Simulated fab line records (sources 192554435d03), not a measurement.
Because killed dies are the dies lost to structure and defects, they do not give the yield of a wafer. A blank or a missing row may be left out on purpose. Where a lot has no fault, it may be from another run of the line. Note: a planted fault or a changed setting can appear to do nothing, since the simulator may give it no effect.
Matching of chambers / flow n5 finfet / 4 sister chambers for N5_BEOL_M0_SAQP_MANDREL1_REMOVE_100 on rie si-05
The step chemistry HBr/Cl2/O2, target a-Si, stops on SiNx, bt time 10 s. 14 wafers are shown with their chamber, then 7 later ones without.

## WAFERS WITH THEIR CHAMBER
wafer=L074.1; chamber=2; throttle valve pct (%)=36.9; drypump motor current A (A)=5.6; oes product au (a.u.)=1.019
wafer=L074.3; chamber=3; throttle valve pct (%)=36.2; drypump motor current A (A)=5.8; oes product au (a.u.)=1.025
wafer=L074.5; chamber=1; throttle valve pct (%)=37.3; drypump motor current A (A)=5.5; oes product au (a.u.)=1.021
wafer=L075.1; chamber=2; throttle valve pct (%)=36.8; drypump motor current A (A)=5.6; oes product au (a.u.)=1.023
wafer=L075.4; chamber=1; throttle valve pct (%)=37.3; drypump motor current A (A)=5.4; oes product au (a.u.)=1.033
wafer=L075.6; chamber=3; throttle valve pct (%)=36.2; drypump motor current A (A)=5.8; oes product au (a.u.)=1.018
wafer=L079.2; chamber=0; throttle valve pct (%)=36.8; drypump motor current A (A)=5.2; oes product au (a.u.)=0.975
wafer=L079.3; chamber=2; throttle valve pct (%)=36.8; drypump motor current A (A)=5.7; oes product au (a.u.)=1.025
wafer=L079.5; chamber=1; throttle valve pct (%)=37.3; drypump motor current A (A)=5.5; oes product au (a.u.)=1.016
wafer=L085.3; chamber=1; throttle valve pct (%)=37.3; drypump motor current A (A)=5.5; oes product au (a.u.)=1.028
wafer=L085.5; chamber=0; throttle valve pct (%)=36.8; drypump motor current A (A)=5.2; oes product au (a.u.)=0.987
wafer=L085.6; chamber=3; throttle valve pct (%)=36.2; drypump motor current A (A)=5.8; oes product au (a.u.)=1.022
wafer=L089.2; chamber=3; throttle valve pct (%)=36.2; drypump motor current A (A)=5.8; oes product au (a.u.)=1.015
wafer=L089.3; chamber=1; throttle valve pct (%)=37.3; drypump motor current A (A)=5.4; oes product au (a.u.)=1.031

SIGNATURES (averages over the wafers above)
reading=throttle valve pct; chamber 0=36.800; chamber 1=37.300; chamber 2=36.833; chamber 3=36.200; scatter within a chamber=0.0258
reading=drypump motor current A; chamber 0=5.200; chamber 1=5.460; chamber 2=5.633; chamber 3=5.800; scatter within a chamber=0.0432
reading=oes product au; chamber 0=0.98100; chamber 1=1.02580; chamber 2=1.02233; chamber 3=1.02000; scatter within a chamber=0.00593
Rule: a wafer's distance from a chamber is the root of the sum, over the readings, of the square of ((its reading less the chamber's mean) divided by the reading's scatter). If the next closest chamber is less than 2 further off than the closest, the wafer can't be placed; otherwise it belongs to the closest. The scatter: the root of (the sum of the squares of (reading less its chamber's mean) over the shown wafers, divided by (wafers less chambers)).

## WAFERS MISSING THEIR CHAMBER
wafer=L089.5; throttle valve pct (%)=36.2; drypump motor current A (A)=5.8; oes product au (a.u.)=1.016
wafer=L091.1; throttle valve pct (%)=36.2; drypump motor current A (A)=5.8; oes product au (a.u.)=1.017
wafer=L091.4; throttle valve pct (%)=36.8; drypump motor current A (A)=5.6; oes product au (a.u.)=1.019
wafer=L091.6; throttle valve pct (%)=36.8; drypump motor current A (A)=5.2; oes product au (a.u.)=0.974
wafer=L094.3; throttle valve pct (%)=36.8; drypump motor current A (A)=5.6; oes product au (a.u.)=1.011
wafer=L094.5; throttle valve pct (%)=37.3; drypump motor current A (A)=5.4; oes product au (a.u.)=1.015
wafer=L094.6; throttle valve pct (%)=36.8; drypump motor current A (A)=5.7; oes product au (a.u.)=1.016

## CHAMBER TAKEN BY EACH
wafer=L089.5; from the rows above=3; in truth=3
wafer=L091.1; from the rows above=3; in truth=3
wafer=L091.4; from the rows above=2; in truth=2
wafer=L091.6; from the rows above=0; in truth=0
wafer=L094.3; from the rows above=2; in truth=2
wafer=L094.5; from the rows above=1; in truth=1
wafer=L094.6; from the rows above=2; in truth=2
Correct placement for 7 of the 7. From these rows, 0 cannot be placed. Number placed wrongly: 0.
